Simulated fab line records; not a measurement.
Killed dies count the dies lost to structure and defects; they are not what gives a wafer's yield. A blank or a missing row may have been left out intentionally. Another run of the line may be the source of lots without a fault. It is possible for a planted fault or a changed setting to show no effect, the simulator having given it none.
Chamber matching    flow n5 finfet    N5_GATE_CUT_STRIP_59 on rie diel-06: 4 sister chambers
The step strips in N2/H2, time 20 s. 16 wafers are shown with their chamber, then 8 later ones without.

## WAFERS, EACH WITH ITS CHAMBER
wafer   chamber  showerhead plenum p Torr (Torr)  drypump motor current A (A)  oes product au (a.u.)
L075.1  1        3.36                             5.32                         0.70
L075.2  2        3.52                             5.45                         0.74
L075.3  3        3.57                             5.93                         0.90
L081.3  1        3.35                             5.30                         0.70
L081.4  0        3.36                             5.81                         0.71
L081.5  3        3.56                             5.88                         0.89
L083.2  0        3.35                             5.82                         0.71
L083.4  0        3.35                             5.81                         0.71
L083.6  1        3.35                             5.31                         0.69
L085.1  2        3.52                             5.43                         0.74
L085.5  1        3.34                             5.33                         0.69
L085.6  0        3.35                             5.79                         0.70
L087.1  2        3.51                             5.43                         0.74
L087.5  2        3.51                             5.44                         0.74
L087.6  3        3.56                             5.89                         0.86
L089.1  0        3.35                             5.75                         0.69

SIGNATURES (means of the wafers above)
reading                   chamber 0  chamber 1  chamber 2  chamber 3  scatter within a chamber
showerhead plenum p Torr  3.3520     3.3500     3.5150     3.5633     0.0061
drypump motor current A   5.7960     5.3150     5.4375     5.9000     0.021
oes product au            0.7040     0.6950     0.7400     0.8833     0.0104
Rule: a wafer's distance from a chamber is the root of the sum, over the readings, of the square of ((its reading less the chamber's mean) divided by the reading's scatter). If the next closest chamber is less than 2 further off than the closest, the wafer can't be placed; otherwise it belongs to the closest. The scatter: take each reading less its chamber's mean, square it, sum over the shown wafers, divide by the number of wafers less the number of chambers, and take the root.

## WAFERS WITHOUT THEIR CHAMBER
wafer   showerhead plenum p Torr (Torr)  drypump motor current A (A)  oes product au (a.u.)
L089.3  3.51                             5.43                         0.74
L089.4  3.34                             5.31                         0.68
L088.1  3.51                             5.44                         0.73
L088.4  3.35                             5.78                         0.69
L088.5  3.55                             5.91                         0.87
L097.1  3.34                             5.76                         0.69
L097.2  3.33                             5.34                         0.67
L097.3  3.54                             5.93                         0.84

## WHICH CHAMBER EACH WENT THROUGH
wafer   from the rows above  in truth
L089.3  2                    2
L089.4  1                    1
L088.1  2                    2
L088.4  0                    0
L088.5  3                    3
L097.1  0                    0
L097.2  1                    1
L097.3  3                    3
Placed correctly: 8 of 8. From these rows, 0 cannot be placed. 0 placed wrongly.
